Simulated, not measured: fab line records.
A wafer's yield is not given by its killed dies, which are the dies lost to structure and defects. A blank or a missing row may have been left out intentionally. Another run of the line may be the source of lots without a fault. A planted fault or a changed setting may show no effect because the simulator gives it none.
2 desks, one fault    flow n5-finfet    what lay behind the numbers comes last; until then each desk has only its own

## METROLOGY DESK
What the gauges read, lot by lot, whatever tool the lot ran on: means of the sampled wafers that have a number. Any lot whose mean is over 4 standard deviations away from the usual mean is out of limits and marked OUT; that distance is given in the brackets. Shown are 7 of the 11 readings it has, namely the first that went out of limits plus those furthest out on some lot.
Columns: A = VD_OVL at N5_MOL_CONTACT_COAG_OVL_MEAS_41, usual -0.2 nm; B = DIBL_N at N5_BEOL_M4_RC_MEAS_101, usual 36.4 mV/V; C = DIBL_P at N5_BEOL_M4_RC_MEAS_101, usual 36.6 mV/V; D = IOFF_P at N5_BEOL_M4_RC_MEAS_101, usual 0.211 nA/um; E = ION_N at N5_BEOL_M4_RC_MEAS_101, usual 671 uA/um; F = ION_P at N5_BEOL_M4_RC_MEAS_101, usual 462 uA/um; G = VT_P at N5_BEOL_M4_RC_MEAS_101, usual -250.1 mV
lot   first seen here  A               B     C     D      E    F    G
L846  day 5 23:11      -0.1            36.8  38.2  0.203  669  458  -251.4
L847  day 6 05:47      0.5             35.6  35.3  0.167  666  451  -255.5
L848  day 6 18:09      0.1             34.3  34.1  0.210  659  464  -249.5
L849  day 6 18:23      -0.6            35.8  35.6  0.197  669  460  -251.8
L850  day 6 23:41      0.5             36.8  38.2  0.232  675  464  -246.8
L853  day 7 19:01      -0.2            34.4  36.2  0.221  668  462  -248.6
L859  day 9 13:08      12.0 (+23) OUT  37.7  37.6  0.246  668  465  -248.8
L862  day 9 20:56      12.2 (+23) OUT  37.4  37.9  0.216  676  460  -249.6
L865  day 10 18:22     0.2             33.9  34.7  0.188  675  469  -250.1
Finding of this desk: L859, L862 out of limits, first seen on L859 at day 9 13:08 (VD_OVL at N5_MOL_CONTACT_COAG_OVL_MEAS_41). L846, L847, L848, L849, L850, L853, L865: within limits.

## THE DEFECT DESK
Inspection counts along the route, by lot: the mean over sampled wafers that carry a number. Any lot whose mean is over 4 standard deviations away from the usual mean is out of limits and marked OUT; that distance is given in the brackets.
Columns: A = raw-defect-count at N5_MOL_CONTACT_COAG_INSPECT_42, usual 195
lot   first seen here  A
L846  day 5 23:15      173
L847  day 6 05:51      198
L848  day 6 18:12      236
L849  day 6 18:26      135
L850  day 6 23:45      174
L853  day 7 19:04      166
L859  day 9 13:11      238
L862  day 9 21:00      162
L865  day 10 18:25     213
This desk's finding: nothing out of limits on any of the 9 lots.

## TAKEN TOGETHER
L859, L862 would have let the metrology desk raise an alarm at day 9 13:08.
Nothing the defect desk looked at was out of limits.
The defect desk has L859, L862 on record, within its limits.
N5_MOL_CONTACT_COAG_EXPOSE_37 was run on euv-scanner-02 by each of the lots named.

## WHAT THE SIMULATOR HAD INSERTED
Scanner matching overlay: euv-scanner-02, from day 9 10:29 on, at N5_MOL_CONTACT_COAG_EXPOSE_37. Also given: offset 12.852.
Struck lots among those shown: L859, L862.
Hours from the fault's start to each desk's first reading out of limits: the metrology desk, 3.
